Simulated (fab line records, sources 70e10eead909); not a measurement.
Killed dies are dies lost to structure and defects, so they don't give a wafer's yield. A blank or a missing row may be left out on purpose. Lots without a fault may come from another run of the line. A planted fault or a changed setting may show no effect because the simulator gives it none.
Which tool did it? | flow nand_harc | 6 lots, 18 wafers sampled, at 2 steps of a route of 1302

WHAT THE GAUGES READ, wafer by wafer
NHARC_THIN_TSV_THK_MEAS_02: measures by ir.
lot  | measured     | on            | thk_nm (nm)
L147 | day 23 23:54 | film_metro-02 | 3035 3244 3325
L149 | day 25 06:40 | film_metro-02 | 2826 2917 2803
L153 | day 26 12:17 | film_metro-01 | 2903 2783 3035
L155 | day 27 20:45 | film_metro-02 | 3030 3336 3404
L169 | day 33 05:29 | film_metro-01 | 2933 2816 3243

WHICH TOOL RAN EACH LOT (tool, then ch and the chambers of the sampled wafers, then the start)
lot  | NHARC_A_SLIT_DEP_00
L147 | acl_dep-03 ch 0, day 19 17:43
L149 | acl_dep-02 ch 0, day 21 06:56
L153 | acl_dep-03 ch 0, day 22 15:09
L155 | acl_dep-03 ch 0, day 23 15:57
L163 | acl_dep-03 ch 0, day 25 20:11
L169 | acl_dep-01 ch 0, day 28 23:13
- NHARC_A_SLIT_DEP_00: deposits aC, target thk 6200 nm.

THE ANSWER, worked out from the rows above alone
Rule: what is usual is taken from the lots themselves. Put in order of their means at a reading, lots are off if they are a third of the lots or fewer, leave a main group of 4 or more, and stand apart from it by a gap of 3 or more times the standard deviation of the main group's means; of several such gaps the widest counts. A main group whose means are all the same, to the digits that the tables above print for the reading, isn't used. A lot without any number at a reading at which 4 lots or more have one is off too. The other lots that the step has rows for count as sound.
No lot is off at any reading shown: from this, nothing can be told.

WHAT THE SIMULATOR HAD PUT IN
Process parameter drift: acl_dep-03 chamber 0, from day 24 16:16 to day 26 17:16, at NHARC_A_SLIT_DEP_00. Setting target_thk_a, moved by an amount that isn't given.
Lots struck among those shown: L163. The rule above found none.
